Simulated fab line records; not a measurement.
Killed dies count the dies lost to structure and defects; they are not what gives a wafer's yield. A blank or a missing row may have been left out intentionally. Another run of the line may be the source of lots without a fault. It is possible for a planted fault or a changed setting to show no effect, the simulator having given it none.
Matching of chambers + flow nand_harc + NHARC_P_CONTACT_ALD_22 on ald_metal-01 has 4 sister chambers
The step deposits TiN, target thk 3 nm, pulse time 1 s, ald cycles 150. 4 wafers are shown with their chamber, then 7 later ones without.

WAFERS WITH THEIR CHAMBER
| wafer  | chamber | heater_power_w (W) |
|--------|---------|--------------------|
| L086.2 | 3       | 1181               |
| L086.4 | 1       | 1072               |
| L090.2 | 0       | 1081               |
| L090.4 | 2       | 1084               |

WAFERS WITH NO CHAMBER GIVEN
| wafer  | heater_power_w (W) |
|--------|--------------------|
| L090.6 | 1159               |
| L090.1 | 1098               |
| L090.3 | 1196               |
| L090.5 | 1153               |
| L096.2 | 1081               |
| L096.5 | 1117               |
| L096.6 | 1068               |

THE CHAMBER EACH PASSED THROUGH
| wafer  | from the rows above               | in truth                   |
|--------|-----------------------------------|----------------------------|
| L090.6 | 3                                 | 3                          |
| L090.1 | can't be placed: 2 or 0 or 1      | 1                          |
| L090.3 | 3                                 | 3                          |
| L090.5 | 3                                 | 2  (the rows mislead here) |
| L096.2 | can't be placed: 0 or 2 or 1      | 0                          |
| L096.5 | can't be placed: 2 or 0 or 1 or 3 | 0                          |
| L096.6 | can't be placed: 1 or 0 or 2      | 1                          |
Placed correctly: 2 of 7. These rows do not allow placing 4 (true chamber among the candidates in 4). Wrongly placed: 1.
How it was worked out, from the rows above alone: a wafer's distance from a chamber is the root of the sum, over the readings, of the square of ((its reading less the chamber's mean) divided by the reading's scatter). The wafer belongs to the nearest chamber; if the next one is less than 2 further off, it can't be placed. A chamber's mean is the mean of its shown wafers. The scatter (one wafer shown for each chamber): square how far every hidden wafer sits from the nearest shown wafer, average those squares and take the square root.
